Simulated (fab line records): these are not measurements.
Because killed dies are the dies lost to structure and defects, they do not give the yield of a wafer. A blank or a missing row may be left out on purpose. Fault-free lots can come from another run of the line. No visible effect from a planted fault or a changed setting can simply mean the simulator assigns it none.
Which tool is to blame? + flow n5_finfet + 8 lots with 24 wafers sampled at 6 steps, on a route of 1938 steps

## WHAT EACH GAUGE READ, for each wafer
N5_MOL_CONTACT_COAG_CD_MEAS_137: target cd 16 nm.
| lot  | measured     | on        | cd_nm (nm)     |
|------|--------------|-----------|----------------|
| L438 | day 7 09:40  | cd_sem-02 | - - -          |
| L439 | day 7 16:08  | cd_sem-01 | - - -          |
| L443 | day 8 18:05  | cd_sem-03 | 15.7 15.7 15.8 |
| L445 | day 9 02:12  | cd_sem-03 | 16.1 16.4 16.4 |
| L447 | day 9 18:38  | cd_sem-03 | 16.1 15.8 16.0 |
| L449 | day 10 07:58 | cd_sem-02 | 16.0 15.7 15.8 |
| L450 | day 10 10:11 | cd_sem-01 | 16.7 16.3 15.8 |
| L452 | day 10 20:45 | cd_sem-02 | 16.6 16.3 15.7 |

## TOOL THAT RAN EACH LOT (tool first, then ch and the chambers of the sampled wafers, then the start)
| lot  | N5_MOL_CONTACT_COAG_ANNEAL_113   | N5_MOL_CONTACT_COAG_PRE_CLEAN_142 | N5_MOL_CONTACT_COAG_ALD_123       | N5_MOL_CONTACT_COAG_ETCH_90        | N5_MOL_CONTACT_COAG_ETCHBACK_132   |
|------|----------------------------------|-----------------------------------|-----------------------------------|------------------------------------|------------------------------------|
| L438 | rtp_anneal-01 ch 0, day 7 02:08  | pvd_sputter-03, day 7 03:59       | ald_sin-01 ch 0,1,3, day 7 07:35  | rie_diel-05 ch 1,2,3, day 7 08:53  | rie_diel-05 ch 0,2,3, day 7 09:10  |
| L439 | rtp_anneal-01 ch 0, day 7 10:06  | pvd_sputter-01, day 7 11:15       | ald_sin-04 ch 0,1,3, day 7 14:22  | rie_diel-06 ch 0,1,3, day 7 15:23  | rie_diel-06 ch 0,1,3, day 7 15:39  |
| L443 | rtp_anneal-02 ch 0, day 8 08:26  | pvd_sputter-03, day 8 11:13       | ald_sin-04 ch 1,3, day 8 15:55    | rie_diel-06 ch 0,2,3, day 8 17:07  | rie_diel-03 ch 0,1,3, day 8 17:35  |
| L445 | rtp_anneal-01 ch 0, day 8 19:12  | pvd_sputter-03, day 8 20:26       | ald_sin-04 ch 0,1,3, day 9 00:00  | rie_diel-05 ch 0,1,2, day 9 01:08  | rie_diel-05 ch 0,1,3, day 9 01:43  |
| L447 | rtp_anneal-01 ch 0, day 9 11:38  | pvd_sputter-02, day 9 13:31       | ald_sin-01 ch 0,2,3, day 9 16:34  | rie_diel-05 ch 0,1,3, day 9 17:46  | rie_diel-05 ch 0,1,3, day 9 18:06  |
| L449 | rtp_anneal-02 ch 0, day 10 01:07 | pvd_sputter-03, day 10 02:29      | ald_sin-02 ch 0,1,2, day 10 05:47 | rie_diel-05 ch 0,1,3, day 10 06:56 | rie_diel-03 ch 1,2,3, day 10 07:27 |
| L450 | rtp_anneal-01 ch 0, day 10 01:50 | pvd_sputter-01, day 10 04:32      | ald_sin-01 ch 0,1,3, day 10 08:21 | rie_diel-06 ch 1,2,3, day 10 09:25 | rie_diel-03 ch 1,2, day 10 09:41   |
| L452 | rtp_anneal-01 ch 0, day 10 13:02 | pvd_sputter-02, day 10 15:27      | ald_sin-01 ch 0,1,2, day 10 18:25 | rie_diel-06 ch 1,3, day 10 19:45   | rie_diel-03 ch 0,1,2, day 10 20:16 |
- N5_MOL_CONTACT_COAG_ANNEAL_113: time 300 s.
- N5_MOL_CONTACT_COAG_PRE_CLEAN_142: time 60 s.
- N5_MOL_CONTACT_COAG_ALD_123: deposits SiNx, target thk 5 nm, pulse time 1 s, purge time 2 s.
- N5_MOL_CONTACT_COAG_ETCH_90: etches SiARC in CF4, target depth 13 nm, time 21.7 s.
- N5_MOL_CONTACT_COAG_ETCHBACK_132: etches SiO2 in CHF3, target depth 10 nm, time 6.7 s.

## THE ANSWER, worked out from the rows above alone
Rule: what is usual is taken from the lots themselves. Put in order of their means at a reading, lots are off if they are a third of the lots or fewer, leave a main group of 4 or more, and stand apart from it by a gap of 3 or more times the standard deviation of the main group's means; of several such gaps the widest counts. A main group is skipped when, at the precision printed for the reading in the tables above, its means are all equal. Also off: a lot with no number at a reading for which 4 or more lots have one. Where the step has rows for the other lots, those lots are counted as sound.
Off, at N5_MOL_CONTACT_COAG_CD_MEAS_137 on cd_nm: L438, L439. Without a number there: L438, L439. Main group: mean 16.1 nm, sd 0.22.
A tool fits if, at a process step before that reading, it ran every lot that is off, and no sound lot after the first of them. Gauges at N5_MOL_CONTACT_COAG_CD_MEAS_137: tried the same way as those tools. None of those tried fits.

## WHAT THE SIMULATOR HAD PUT IN
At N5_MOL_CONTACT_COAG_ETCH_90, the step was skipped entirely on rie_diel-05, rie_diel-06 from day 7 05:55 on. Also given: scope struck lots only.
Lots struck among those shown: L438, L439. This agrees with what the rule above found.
